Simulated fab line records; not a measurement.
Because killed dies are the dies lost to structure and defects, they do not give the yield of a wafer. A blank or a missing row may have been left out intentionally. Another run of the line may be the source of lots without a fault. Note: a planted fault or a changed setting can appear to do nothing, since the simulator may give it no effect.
3 desks, one fault | flow nandHarc | each desk holds nothing but its own numbers, with what lay behind them at the end

FOR THE TOOL OWNER'S DESK: pvdSputter-02
The tool's own readings at NHARC_P_M0_PVD_20 (deposits TaN, target thk 5 nm, time 8.06 s): means of the sampled wafers that have a number, for each lot that ran on this tool. Any lot whose mean is over 4 standard deviations away from the usual mean is out of limits and marked OUT; that distance is given in the brackets.
Columns: A = biasV at NHARC_P_M0_PVD_20, usual 168.4 V; B = throttleValvePct at NHARC_P_M0_PVD_20, usual 29.8 %
lot  | first seen here | A     | B
L464 | day 5 22:29     | 168.7 | 30.1
L466 | day 6 16:01     | 170.1 | 30.0
L467 | day 7 04:55     | 168.4 | 29.2
L474 | day 10 07:50    | 169.4 | 30.6
L475 | day 10 20:49    | 167.4 | 29.1
This desk found nothing out of limits on any of the 5 lots.

THE DEFECT DESK
Lot by lot, what the route's inspections counted, given as the mean of those sampled wafers with a number. Any lot whose mean is over 4 standard deviations away from the usual mean is out of limits and marked OUT; that distance is given in the brackets.
Columns: A = rawDefectCount at NHARC_P_CONTACT_INSPECT_27, usual 279
lot  | first seen here | A
L464 | day 5 20:26     | 210
L466 | day 6 13:53     | 270
L465 | day 6 15:13     | 226
L467 | day 7 02:53     | 248
L468 | day 7 15:34     | 212
L474 | day 10 05:37    | 306
L475 | day 10 18:43    | 248
L480 | day 12 17:44    | 257
L481 | day 13 08:20    | 429
L483 | day 14 02:07    | 223
L484 | day 14 07:15    | 262
L485 | day 14 19:05    | 191
L487 | day 15 20:06    | 260
This desk found nothing out of limits on any of the 13 lots.

METROLOGY DESK
Means of the sampled wafers that have a number, per lot and without regard to the tool the lot ran on: this is what the gauges read. Any lot whose mean is over 4 standard deviations away from the usual mean is out of limits and marked OUT; that distance is given in the brackets.
Columns: A = cdNm at NHARC_P_M0_CD_MEAS_09, usual 90.2 nm
lot  | first seen here | A
L464 | day 5 21:13     | 91.2
L466 | day 6 14:47     | 90.9
L465 | day 6 15:59     | 91.2
L467 | day 7 03:40     | 90.6
L468 | day 7 16:21     | 91.3
L474 | day 10 06:31    | 90.0
L475 | day 10 19:37    | 89.3
L480 | day 12 18:38    | 90.0
L481 | day 13 09:14    | 89.8
L483 | day 14 03:01    | 90.7
L484 | day 14 08:10    | 90.4
L485 | day 14 19:59    | 89.8
L487 | day 15 21:00    | 90.0
This desk found nothing out of limits on any of the 13 lots.

PUT TOGETHER
The tool owner's desk saw nothing out of limits.
Nothing out of limits was seen by the defect desk.
From the metrology desk's view, nothing was out of limits.

WHAT WAS PUT IN BY THE SIMULATOR
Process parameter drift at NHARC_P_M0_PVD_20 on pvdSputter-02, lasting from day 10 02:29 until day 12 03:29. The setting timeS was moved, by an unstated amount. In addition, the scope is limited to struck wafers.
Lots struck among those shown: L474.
